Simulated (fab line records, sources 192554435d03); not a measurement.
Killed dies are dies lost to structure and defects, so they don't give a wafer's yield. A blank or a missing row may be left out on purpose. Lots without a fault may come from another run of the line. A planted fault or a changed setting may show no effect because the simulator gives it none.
fab line records | flow n5_finfet
record lots=10 wafers=30 last_day=18
route steps=1938 shown BEOL_M13@1709 BEOL_M14@1717 PASSIVATION@1936
lots that met no fault: from a run of the same line without faults
start_h: hours from the record's first day to the start of the lot's first wafer shown | wait_h: hours since the lot's step before | " the same as in the row above | L1.1+2: a row that stands for several wafers | - no value, or no start given | * or withheld: withheld | < > ~ a bound
route shown NAME@n: a module of which the file shows steps, and the number in the route of the first | usual: mean/standard deviation of fault-free wafers | same: alike in all rows | chamber/n: place in a boat | sites: the reading at each site | _std_site: their standard deviation | _edge_site: outer sites' mean less inner sites' | radius_mm: how far each site lies from the wafer's centre | mask NAME#n: copy n | behind: the tool/chamber that last shaped the wafer | hold: why the lot was held/for how many hours/how that ended | device: the transistor (n, p or np) that didn't switch | end of line: the same wafers' tests at the end of the route | a step without rows: its recipe alone | killed: dies lost to structure and defects at the first sort, not the wafer's yield | map: a wafer's dies, x killed, . not, _ none there
set.NAME: the setting as run; set.NAME@STEP: as run at that earlier step | model.NAME: the simulator's own value behind a step, which no gauge read
steps of the route over a sample of lots; a table a step, a row a wafer
services: from which hour (start_h, from the record's first day; less than 0 if before it) a tool's chamber was out of use, for how many hours, and why
## steps
# step N5_BEOL_M13_ANNEAL_48
# recipe temp_c=225 time_s=90 ambient=N2
# usual anneal_temp_c_max=226.2/0.55 wafer_temp_C_max=226.30/0.26
# columns lot.wafer tool chamber start_h wait_h anneal_temp_c_max wafer_temp_C_max
L351.1 rtp_anneal-02 0 272.66 1.1 226.7 227.08
L351.3 " 0 " " 226.1 226.56
L351.6 " 0 " " 226.6 225.78
L358.2 rtp_anneal-02 0 316.01 0.2 226.8 226.32
L358.4 " 0 " " 226.2 226.16
L358.5 " 0 " " 226.3 226.44
L360.1 rtp_anneal-02 0 316.81 0.4 226.8 226.25
L360.2 " 0 " " 226.7 226.47
L360.3 " 0 " " 226.6 226.20
L359.2 rtp_anneal-01 0 326.46 0.2 225.8 226.13
L359.4 " 0 " " 225.4 225.79
L359.6 " 0 " " 225.5 226.22
L363.2 rtp_anneal-02 0 348.80 0.2 226.5 226.31
L363.3 " 0 " " 227.1 226.17
L363.5 " 0 " " 226.6 225.75
L366.2 rtp_anneal-02 0 355.37 0.2 226.5 226.78
L366.3 " 0 " " 226.8 226.08
L366.5 " 0 " " 227.0 226.73
L365.2 rtp_anneal-02 0 355.77 0.2 226.7 225.97
L365.4 " 0 " " 226.3 226.18
L365.6 " 0 " " 226.9 226.41
L368.1 rtp_anneal-01 0 368.80 0.3 226.0 226.23
L368.3 " 0 " " 225.8 225.86
L368.4 " 0 " " 225.7 226.41
L370.3 rtp_anneal-01 0 387.06 1.1 225.3 226.12
L370.4 " 0 " " 225.7 226.35
L370.5 " 0 " " 225.7 226.14
L371.2 rtp_anneal-01 0 393.39 0.2 226.0 225.89
L371.3 " 0 " " 225.8 226.20
L371.4 " 0 " " 225.7 226.25
# step N5_BEOL_M14_THK_MEAS_01
# recipe reads=SiO2_of_BEOL_M14_ILD_DEP_00
# usual M14_ILD_THK=1119/16
# columns lot.wafer tool chamber start_h wait_h M14_ILD_THK[nm]
L351.1 film_metro-01 - 273.64 0.1 1114
L351.3 " - " " 1106
L351.6 " - " " 1133
L358.2 film_metro-01 - 316.94 0.1 1124
L358.4 " - " " 1149
L358.5 " - " " 1142
L360.1 film_metro-01 - 317.97 0.1 1113
L360.2 " - " " 1124
L360.3 " - " " 1096
L359.2 film_metro-01 - 327.39 0.1 1119
L359.4 " - " " 1145
L359.6 " - " " 1142
L363.2 film_metro-01 - 349.73 0.1 1108
L363.3 " - " " 1083
L363.5 " - " " 1123
L366.2 film_metro-02 - 356.30 0.1 1133
L366.3 " - " " 1138
L366.5 " - " " 1125
L365.2 film_metro-01 - 356.70 0.1 1108
L365.4 " - " " 1115
L365.6 " - " " 1122
L368.1 film_metro-02 - 369.77 0.1 1117
L368.3 " - " " 1106
L368.4 " - " " 1116
L370.3 film_metro-02 - 387.99 0.1 1115
L370.4 " - " " 1130
L370.5 " - " " 1136
L371.2 film_metro-01 - 394.40 0.2 1088
L371.3 " - " " 1118
L371.4 " - " " 1130
# step N5_BEOL_M14_COAT_66
# recipe resist=SiARC temp_c=220 time_s=60 spin_rpm=1500 resist_thk_nm=110
# usual spin_speed_rpm=1500.1/0.99
# columns lot.wafer tool chamber start_h wait_h spin_speed_rpm
L351.1 litho_track-01 0 274.63 - 1501.5
L351.3 " 0 " " 1501.0
L351.6 " 0 " " 1502.4
L358.2 litho_track-04 0 317.94 - 1691.4
L358.4 " 0 " " 1690.6
L358.5 " 0 " " 1690.3
L360.1 litho_track-04 0 318.96 - 1691.7
L360.2 " 0 " " 1690.5
L360.3 " 0 " " 1689.6
L359.2 litho_track-04 0 328.38 - 1693.6
L359.4 " 0 " " 1691.9
L359.6 " 0 " " 1692.1
L363.2 litho_track-03 0 350.76 - 1500.1
L363.3 " 0 " " 1498.9
L363.5 " 0 " " 1499.1
L366.2 litho_track-03 0 357.29 - 1499.4
L366.3 " 0 " " 1499.9
L366.5 " 0 " " 1499.4
L365.2 litho_track-03 0 357.80 - 1500.8
L365.4 " 0 " " 1499.5
L365.6 " 0 " " 1500.4
L368.1 litho_track-01 0 370.77 - 1501.5
L368.3 " 0 " " 1500.1
L368.4 " 0 " " 1500.1
L370.3 litho_track-01 0 389.10 - 1501.0
L370.4 " 0 " " 1501.1
L370.5 " 0 " " 1500.3
L371.2 litho_track-03 0 395.27 - 1499.5
L371.3 " 0 " " 1500.6
L371.4 " 0 " " 1500.0
# step N5_BEOL_M14_DESCUM_33
# recipe chemistry=O2 time_s=7.9 source_power_w=50 bias_power_w=20 pressure_mtorr=20 rf_frequency_hz=2.712e+07 temp_c=40 o2_flow_sccm=225
# usual drypump_motor_current_A=5.7/0.45 o2_flow_sccm=225.1/0.64 oes_product_au=0.82/0.09 rf_fwd_power_W=49.40/0.26 rf_vpp_V=243.7/1.5 showerhead_plenum_p_Torr=2.12/0.075 throttle_valve_pct=20.40/0.24
# columns lot.wafer tool chamber start_h wait_h drypump_motor_current_A o2_flow_sccm oes_product_au rf_fwd_power_W rf_hours_counter_h rf_vpp_V showerhead_plenum_p_Torr throttle_valve_pct
L351.1 rie_diel-05 3 275.01 0.0 4.8 225.8 0.68 49.43 231 245.0 2.14 20.46
L351.3 " 1 " " 5.2 225.8 0.79 49.87 109 244.5 2.11 20.73
L351.6 " 2 " " 5.5 224.9 0.86 49.34 - 244.2 2.22 20.29
L358.2 rie_diel-02 3 318.32 0.0 5.8 224.6 0.90 49.24 28 244.0 2.05 20.15
L358.4 " 2 " " 5.9 225.0 0.69 49.57 243 245.1 2.16 20.49
L358.5 " 2 " " 5.9 224.8 0.69 49.75 - 245.3 2.16 20.48
L360.1 rie_diel-06 2 319.34 0.0 5.1 225.2 0.67 49.58 242 242.3 1.99 20.93
L360.2 " 0 " " 5.8 226.1 0.90 49.56 20 241.8 2.06 20.56
L360.3 " 1 " " 5.9 223.5 0.87 48.88 56 245.7 2.20 20.64
L359.2 rie_diel-05 1 328.88 0.0 5.2 224.8 0.77 49.51 128 242.9 2.10 20.76
L359.4 " 0 " " 5.9 225.0 0.83 49.11 - 242.7 2.03 20.09
L359.6 " 1 " " 5.2 225.6 0.77 49.51 - 244.9 2.10 20.80
L363.2 rie_diel-02 0 351.14 0.0 6.4 224.5 0.69 49.28 238 242.2 2.07 20.32
L363.3 " 3 " " 5.8 225.3 0.88 49.40 43 243.4 2.04 20.18
L363.5 " 3 " " 5.7 225.2 0.88 49.42 - 242.0 2.04 20.19
L366.2 rie_diel-02 3 357.79 0.0 5.7 225.4 0.86 49.43 47 243.1 2.04 20.18
L366.3 " 1 " " 6.6 225.0 0.75 49.92 145 244.9 2.19 20.27
L366.5 " 3 " " 5.7 225.5 0.87 49.37 - 242.6 2.04 20.18
L365.2 rie_diel-05 0 358.30 0.0 5.9 225.2 0.82 49.01 87 241.3 2.02 20.11
L365.4 " 1 " " 5.2 224.8 0.75 49.87 141 243.1 2.10 20.80
L365.6 " 1 " " 5.2 225.6 0.76 49.54 - 244.6 2.10 20.81
L368.1 rie_diel-02 0 371.23 0.1 6.4 225.0 0.68 49.00 247 242.8 2.06 20.32
L368.3 " 1 " " 6.6 225.5 0.74 49.54 149 244.9 2.19 20.29
L368.4 " 2 " " 5.9 224.4 1.00 49.29 3 244.7 2.15 20.11
L370.3 rie_diel-05 3 389.60 0.0 4.8 225.0 0.94 49.56 18 244.5 2.13 20.19
L370.4 " 2 " " 5.6 225.6 0.79 49.11 - 246.1 2.20 20.37
L370.5 " 3 " " 4.8 225.4 0.94 49.35 - 243.2 2.13 20.20
L371.2 rie_diel-06 0 395.78 0.0 5.8 225.5 0.84 49.24 51 241.6 2.05 20.61
L371.3 " 3 " " 5.7 225.6 0.79 49.50 116 245.0 2.19 20.33
L371.4 " 2 " " 5.1 227.3 0.98 49.65 6 245.3 2.25 20.55
# step N5_BEOL_M14_ETCH_67
# recipe chemistry=CF4 target=SiARC target_depth_a=1430 time_s=238.3 ion_energy_ev=80 pressure_mtorr=40 source_w=545 bias_w=36 Ar_flow_sccm=100 cf4_flow_sccm=100 ends=cleared
# usual drypump_motor_current_A=5.7/0.45 etch_rf_on_time_s=238/3.8 oes_product_au=0.70/0.075 rf_fwd_power_W=543.2/1.8 rf_vpp_V=184.3/1.1 showerhead_plenum_p_Torr=2.16/0.076 throttle_valve_pct=15.57/0.23
# columns lot.wafer tool chamber start_h wait_h drypump_motor_current_A etch_rf_on_time_s oes_product_au rf_fwd_power_W rf_hours_counter_h rf_vpp_V showerhead_plenum_p_Torr throttle_valve_pct
L351.1 rie_diel-05 3 275.04 0.0 4.8 242 0.57 539.7 231 185.1 2.20 15.78
L351.3 " 1 " " 5.2 239 0.67 544.6 109 184.4 2.16 15.89
L351.6 " 2 " " 5.5 240 0.72 542.1 - 185.6 2.27 15.46
L358.2 rie_diel-02 3 318.35 0.0 5.7 225 0.77 541.7 28 183.1 2.09 15.29
L358.4 " 2 " " 5.9 228 0.60 545.6 243 185.5 2.19 15.67
L358.5 " 2 " " 5.9 228 0.59 543.9 - 184.9 2.19 15.64
L360.1 rie_diel-06 2 319.37 0.0 5.1 227 0.58 542.4 242 183.9 2.03 16.04
L360.2 " 0 " " 5.8 227 0.76 542.7 20 183.5 2.09 15.56
L360.3 " 1 " " 5.9 221 0.75 542.4 56 186.2 2.26 15.81
L359.2 rie_diel-05 1 328.92 0.0 5.2 225 0.66 544.1 128 182.5 2.15 15.94
L359.4 " 0 " " 5.9 221 0.72 538.9 - 183.7 2.08 15.28
L359.6 " 1 " " 5.2 227 0.66 543.7 - 183.7 2.15 15.94
L363.2 rie_diel-02 0 351.17 0.0 6.3 238 0.60 544.1 238 184.4 2.11 15.55
L363.3 " 3 " " 5.7 243 0.74 544.9 43 183.7 2.09 15.32
L363.5 " 3 " " 5.7 242 0.74 543.7 - 183.1 2.09 15.33
L366.2 rie_diel-02 3 357.83 0.0 5.8 243 0.74 540.5 47 184.5 2.09 15.34
L366.3 " 1 " " 6.6 238 0.65 545.5 145 186.6 2.23 15.46
L366.5 " 3 " " 5.8 244 0.74 543.0 - 183.6 2.09 15.34
L365.2 rie_diel-05 0 358.33 0.0 5.9 235 0.70 542.3 87 183.3 2.08 15.29
L365.4 " 1 " " 5.2 242 0.65 544.5 141 184.0 2.15 15.96
L365.6 " 1 " " 5.2 243 0.64 544.8 - 185.3 2.15 15.95
L368.1 rie_diel-02 0 371.26 0.0 6.3 241 0.59 542.4 247 183.0 2.11 15.57
L368.3 " 1 " " 6.6 240 0.64 541.8 149 186.3 2.23 15.49
L368.4 " 2 " " 5.9 237 0.85 546.3 3 184.5 2.19 15.17
L370.3 rie_diel-05 3 389.64 0.0 4.8 236 0.81 544.4 18 184.6 2.19 15.39
L370.4 " 2 " " 5.5 240 0.67 543.7 - 185.8 2.25 15.58
L370.5 " 3 " " 4.8 235 0.81 545.7 - 184.6 2.19 15.40
L371.2 rie_diel-06 0 395.81 0.0 5.8 240 0.72 544.6 51 182.4 2.08 15.62
L371.3 " 3 " " 5.7 233 0.67 546.0 116 185.3 2.24 15.56
L371.4 " 2 " " 5.1 230 0.83 545.0 6 185.7 2.27 15.54
# step N5_PASSIVATION_PROBE_49
# usual defect_limited_yield=91.7/1.5 killed_at_M0_to_M3=30/8.6 killed_at_M4_up=12/4.5 killed_at_contacts=13/5.8 killed_at_front_end=38/11 killed_at_other=4/3 killed_dies=97/17 killed_open=63/12 killed_short=32/8.8 sort_bin_5_function=4.8/0.91 sort_bin_6_memory=3.1/0.68 sort_n_pass=1083/17 sort_yield_pct=91.7/1.5
# same gross_dies=1180 killed_at_back_side=0 sort_bin_4_leakage[%]=0 sort_bin_8_speed[%]=0
# columns lot.wafer tool chamber start_h wait_h defect_limited_yield[%] killed_at_M0_to_M3 killed_at_M4_up killed_at_contacts killed_at_front_end killed_at_other killed_dies killed_open killed_short sort_bin_5_function[%] sort_bin_6_memory[%] sort_n_pass sort_yield_pct[%]
L351.1 prober-02 - 302.16 0.0 94.0 16 6 4 41 4 71 47 22 4.0 1.7 1109 94.0
L351.3 prober-02 - 302.26 0.1 91.2 28 14 11 48 3 104 68 33 5.8 2.7 1076 91.2
L351.6 prober-02 - 302.41 0.3 88.9 48 19 9 44 11 131 90 39 6.1 4.4 1049 88.9
L358.2 prober-01 - 343.90 0.1 91.6 45 8 18 28 0 99 64 35 4.6 3.4 1081 91.6
L358.4 prober-01 - 344.00 0.2 89.5 43 18 14 47 2 124 77 46 5.3 4.7 1056 89.5
L358.5 prober-01 - 344.05 0.2 90.0 38 8 12 60 0 118 68 48 5.9 3.9 1062 90.0
L360.1 prober-02 - 349.39 0.0 90.9 34 11 9 41 12 107 73 32 4.3 4.2 1073 90.9
L360.2 prober-02 - 349.44 0.1 91.9 31 10 9 43 3 96 51 41 5.3 2.5 1084 91.9
L360.3 prober-02 - 349.49 0.1 89.6 35 24 15 48 1 123 80 42 6.0 3.8 1057 89.6
L359.2 prober-02 - 357.05 0.1 92.9 19 16 15 32 2 84 60 21 3.7 3.1 1096 92.9
L359.4 prober-02 - 357.15 0.2 92.6 21 9 7 43 7 87 54 32 4.5 2.7 1093 92.6
L359.6 prober-02 - 357.25 0.3 93.3 17 12 18 30 2 79 56 22 3.7 2.9 1101 93.3
L363.2 prober-01 - 378.05 0.1 90.7 36 7 20 42 5 110 74 33 5.3 3.6 1070 90.7
L363.3 prober-01 - 378.10 0.1 92.2 42 7 12 25 6 92 52 40 3.8 3.6 1088 92.2
L363.5 prober-01 - 378.20 0.2 90.4 24 21 19 41 8 113 73 37 6.2 3.1 1067 90.4
L365.2 prober-02 - 385.17 0.1 91.0 40 19 11 36 0 106 78 28 4.8 3.8 1074 91.0
L365.4 prober-02 - 385.27 0.2 89.6 47 12 8 47 9 123 90 32 6.2 3.9 1057 89.6
L365.6 prober-02 - 385.37 0.3 90.6 24 20 3 60 4 111 75 34 5.1 3.8 1069 90.6
L366.2 prober-01 - 385.39 0.1 90.8 30 12 15 46 6 109 71 36 4.8 3.8 1071 90.8
L366.3 prober-01 - 385.44 0.1 90.3 40 9 18 44 4 115 71 43 5.6 3.7 1065 90.3
L366.5 prober-01 - 385.54 0.2 88.5 36 11 34 47 8 136 95 41 6.6 4.4 1044 88.5
L370.3 prober-01 - 415.91 0.1 92.4 35 9 15 26 5 90 56 32 4.2 3.0 1090 92.4
L370.4 prober-01 - 415.96 0.2 93.0 37 8 8 25 5 83 58 22 4.3 2.3 1097 93.0
L370.5 prober-01 - 416.01 0.2 91.5 44 13 19 24 0 100 65 34 5.1 3.1 1080 91.5
# killed by level:class
L351.1 FIN_SAQP:geometric_particle:short=10 FIN_SAQP:geometric_particle:open=7 STI_FIN_REVEAL:geometric_particle:open=5 MOL_CONTACT_COAG:geometric_particle:open=4 BEOL_M0_SAQP:geometric_particle:open=4 BEOL_M3:geometric_particle:open=4 DUMMY_GATE:geometric_particle:open=3 BEOL_M1:geometric_particle:open=3
L351.3 STI_FIN_REVEAL:geometric_particle:open=11 MOL_CONTACT_COAG:geometric_particle:open=9 FIN_SAQP:geometric_particle:short=8 BEOL_M4:geometric_particle:open=8 BEOL_M2:geometric_particle:open=7 FIN_SAQP:geometric_particle:open=6 DUMMY_GATE:geometric_particle:open=6 BEOL_M1:geometric_particle:open=5
L351.6 BEOL_M0_SAQP:geometric_particle:open=12 BEOL_M3:geometric_particle:open=12 STI_FIN_REVEAL:geometric_particle:open=9 MOL_CONTACT_COAG:geometric_particle:open=9 BEOL_M0_SAQP:geometric_particle:short=9 FIN_SAQP:geometric_particle:open=7 BEOL_M4:geometric_particle:open=7 BEOL_M1:geometric_particle:open=6
L358.2 MOL_CONTACT_COAG:geometric_particle:open=15 FIN_SAQP:geometric_particle:short=13 BEOL_M0_SAQP:geometric_particle:open=9 BEOL_M2:geometric_particle:open=8 BEOL_M2:geometric_particle:short=7 BEOL_M1:geometric_particle:open=6 BEOL_M3:geometric_particle:open=6 FIN_SAQP:geometric_particle:open=4
L358.4 FIN_SAQP:geometric_particle:short=20 BEOL_M2:geometric_particle:open=15 FIN_SAQP:geometric_particle:open=12 MOL_CONTACT_COAG:geometric_particle:open=12 BEOL_M2:geometric_particle:short=6 BEOL_M0_SAQP:geometric_particle:open=5 BEOL_M3:geometric_particle:open=5 BEOL_M4:geometric_particle:open=5
L358.5 FIN_SAQP:geometric_particle:short=25 FIN_SAQP:geometric_particle:open=13 MOL_CONTACT_COAG:geometric_particle:open=11 BEOL_M0_SAQP:geometric_particle:short=8 BEOL_M2:geometric_particle:open=8 BEOL_M3:geometric_particle:open=7 BEOL_M0_SAQP:geometric_particle:open=6 STI_FIN_REVEAL:geometric_particle:open=4
L360.1 BEOL_M0_SAQP:geometric_particle:open=9 FIN_SAQP:geometric_particle:short=8 DUMMY_GATE:geometric_particle:open=8 MOL_CONTACT_COAG:geometric_particle:open=8 BEOL_M0_SAQP:geometric_particle:short=8 PAD_METAL:geometric_particle:open=7 BEOL_M1:geometric_particle:open=6 FIN_SAQP:geometric_particle:open=5
L360.2 BEOL_M3:geometric_particle:short=10 GATE_CUT:geometric_particle:short=8 STI_FIN_REVEAL:geometric_particle:open=7 MOL_CONTACT_COAG:geometric_particle:open=7 STARTING-WAFER:geometric_particle:short=7 BEOL_M2:geometric_particle:open=6 BEOL_M3:geometric_particle:open=6 BEOL_M0_SAQP:geometric_particle:open=5
L360.3 BEOL_M1:geometric_particle:open=14 MOL_CONTACT_COAG:geometric_particle:open=11 BEOL_M4:geometric_particle:open=10 FIN_SAQP:geometric_particle:short=9 DUMMY_GATE:geometric_particle:open=8 GATE_CUT:geometric_particle:short=7 BEOL_M0_SAQP:geometric_particle:open=7 GATE_CUT:geometric_particle:open=6
L359.2 MOL_CONTACT_COAG:geometric_particle:open=13 DUMMY_GATE:geometric_particle:open=11 BEOL_M4:geometric_particle:open=6 BEOL_M2:geometric_particle:open=5 DUMMY_GATE:geometric_particle:short=4 BEOL_M0:geometric_particle:open=4 STI_FIN_REVEAL:geometric_particle:open=3 BEOL_M5:geometric_particle:open=3
L359.4 STI_FIN_REVEAL:geometric_particle:open=11 FIN_SAQP:geometric_particle:short=9 MOL_CONTACT_COAG:geometric_particle:open=6 FIN_SAQP:geometric_particle:open=5 BEOL_M0_SAQP:geometric_particle:short=5 STI_FIN_REVEAL:geometric_particle:short=4 BEOL_M0:geometric_particle:open=4 BEOL_M2:geometric_particle:open=4
L359.6 MOL_CONTACT_COAG:geometric_particle:open=15 FIN_SAQP:geometric_particle:open=6 STI_FIN_REVEAL:geometric_particle:open=5 BEOL_M2:geometric_particle:open=4 BEOL_M0:geometric_particle:open=4 BEOL_M4:geometric_particle:short=4 DUMMY_GATE:geometric_particle:open=3 MOL_CONTACT_COAG:geometric_particle:short=3
L363.2 MOL_CONTACT_COAG:geometric_particle:open=17 STI_FIN_REVEAL:geometric_particle:open=17 BEOL_M1:geometric_particle:open=7 DUMMY_GATE:geometric_particle:open=6 FIN_SAQP:geometric_particle:short=5 BEOL_M0_SAQP:geometric_particle:short=5 BEOL_M3:geometric_particle:open=5 BEOL_M3:geometric_particle:short=4
L363.3 BEOL_M0_SAQP:geometric_particle:open=12 MOL_CONTACT_COAG:geometric_particle:open=11 BEOL_M0_SAQP:geometric_particle:short=9 FIN_SAQP:geometric_particle:short=6 BEOL_M2:geometric_particle:open=6 DUMMY_GATE:geometric_particle:open=4 BEOL_M1:geometric_particle:open=4 STARTING-WAFER:geometric_particle:short=4
L363.5 MOL_CONTACT_COAG:geometric_particle:open=15 BEOL_M4:geometric_particle:open=7 STI_FIN_REVEAL:geometric_particle:open=6 DUMMY_GATE:geometric_particle:short=6 BEOL_M0_SAQP:geometric_particle:short=6 STARTING-WAFER:geometric_particle:open=6 FIN_SAQP:geometric_particle:short=5 FIN_SAQP:geometric_particle:open=5
L365.2 BEOL_M3:geometric_particle:open=16 BEOL_M4:geometric_particle:open=13 STI_FIN_REVEAL:geometric_particle:open=11 MOL_CONTACT_COAG:geometric_particle:open=10 BEOL_M0_SAQP:geometric_particle:open=10 BEOL_M0_SAQP:geometric_particle:short=8 FIN_SAQP:geometric_particle:short=4 ILD0:geometric_particle:open=4
L365.4 STI_FIN_REVEAL:geometric_particle:open=13 BEOL_M0_SAQP:geometric_particle:open=11 BEOL_M2:geometric_particle:open=8 BEOL_M3:geometric_particle:open=8 FIN_SAQP:geometric_particle:open=7 ILD0:geometric_particle:open=7 ILD0:geometric_particle:short=7 MOL_CONTACT_COAG:geometric_particle:open=7
L365.6 FIN_SAQP:geometric_particle:open=25 BEOL_M4:geometric_particle:open=10 FIN_SAQP:geometric_particle:short=8 STI_FIN_REVEAL:geometric_particle:open=7 BEOL_M0_SAQP:geometric_particle:short=6 BEOL_M1:geometric_particle:open=5 DUMMY_GATE:geometric_particle:open=4 BEOL_M0_SAQP:geometric_particle:open=4
L366.2 STI_FIN_REVEAL:geometric_particle:open=15 MOL_CONTACT_COAG:geometric_particle:open=12 DUMMY_GATE:geometric_particle:open=8 BEOL_M3:geometric_particle:open=7 BEOL_M0_SAQP:geometric_particle:open=6 FIN_SAQP:geometric_particle:short=4 BEOL_M2:geometric_particle:open=4 BEOL_M3:geometric_particle:short=4
L366.3 MOL_CONTACT_COAG:geometric_particle:open=17 FIN_SAQP:geometric_particle:short=16 BEOL_M0_SAQP:geometric_particle:open=9 BEOL_M2:geometric_particle:open=8 STI_FIN_REVEAL:geometric_particle:open=7 GATE_CUT:geometric_particle:short=6 BEOL_M0_SAQP:geometric_particle:short=6 BEOL_M1:geometric_particle:open=6
L366.5 MOL_CONTACT_COAG:geometric_particle:open=29 STI_FIN_REVEAL:geometric_particle:open=16 BEOL_M3:geometric_particle:open=8 DUMMY_GATE:geometric_particle:open=7 BEOL_M0_SAQP:geometric_particle:short=7 FIN_SAQP:geometric_particle:short=5 MOL_CONTACT_COAG:geometric_particle:short=5 PAD_METAL:geometric_particle:short=5
L370.3 MOL_CONTACT_COAG:geometric_particle:open=14 BEOL_M3:geometric_particle:open=12 FIN_SAQP:geometric_particle:short=7 BEOL_M1:geometric_particle:open=6 BEOL_M0_SAQP:geometric_particle:open=6 BEOL_M3:geometric_particle:short=5 BEOL_M4:geometric_particle:open=4 GATE_CUT:geometric_particle:short=3
L370.4 BEOL_M3:geometric_particle:open=11 STI_FIN_REVEAL:geometric_particle:open=8 BEOL_M1:geometric_particle:open=7 BEOL_M0_SAQP:geometric_particle:open=6 MOL_CONTACT_COAG:geometric_particle:open=5 BEOL_M0_SAQP:geometric_particle:short=4 DUMMY_GATE:geometric_particle:open=3 GATE_CUT:geometric_particle:open=3
L370.5 MOL_CONTACT_COAG:geometric_particle:open=14 BEOL_M1:geometric_particle:open=12 BEOL_M2:geometric_particle:open=11 FIN_SAQP:geometric_particle:short=8 BEOL_M0_SAQP:geometric_particle:open=8 BEOL_M4:geometric_particle:open=6 BEOL_M0_SAQP:geometric_particle:short=5 STARTING-WAFER:geometric_particle:open=5
## services
# columns tool chamber start_h hours kind
litho_track-01 - 280.77 - consumable_replace:filter
rie_diel-05 0 304.59 5.7 repair
rie_diel-06 3 310.47 18.0 repair
litho_track-03 - 328.49 - consumable_replace:filter
rie_diel-05 3 328.62 - clean
rie_diel-05 3 328.62 - consumable_replace:focus_ring
rie_diel-05 3 328.62 14.2 scheduled_down
rie_diel-05 3 328.62 14.2 vent_cycle
rie_diel-02 2 339.53 - clean
rie_diel-02 2 339.53 - consumable_replace:focus_ring
rie_diel-02 2 339.53 21.4 scheduled_down
rie_diel-02 2 339.53 21.4 vent_cycle
rie_diel-06 2 342.28 - clean
rie_diel-06 2 342.28 - consumable_replace:focus_ring
rie_diel-06 2 342.28 - consumable_replace:showerhead
rie_diel-06 2 342.28 28.4 scheduled_down
rie_diel-06 2 342.28 28.4 vent_cycle
litho_track-03 - 366.81 - consumable_replace:filter
rie_diel-02 0 380.96 - clean
rie_diel-02 0 380.96 - consumable_replace:focus_ring
rie_diel-02 0 380.96 23.5 scheduled_down
rie_diel-02 0 380.96 23.5 vent_cycle
rie_diel-06 2 382.78 5.8 repair
rie_diel-05 0 383.06 16.6 repair
## key
first_sign step=N5_BEOL_M14_COAT_66 reading=spin_speed_rpm direction=up sigmas=99+ usual=* struck=*
effect step=N5_BEOL_M14_ETCH_67 reading=etch_rf_on_time_s direction=down sigmas=3.5 usual=* struck=*
met_at N5_BEOL_M14_COAT_66
struck_lots L358,L359,L360
not_acting_at N5_BEOL_M13_ANNEAL_48,N5_BEOL_M14_THK_MEAS_01,N5_BEOL_M14_DESCUM_33
fault kind=process_parameter_drift tool=litho_track-04 chamber=- onset_h=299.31 steps=N5_BEOL_M14_COAT_66 channel=spin_rpm offset=* shape=step end_h=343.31 acts_in=* stated=*
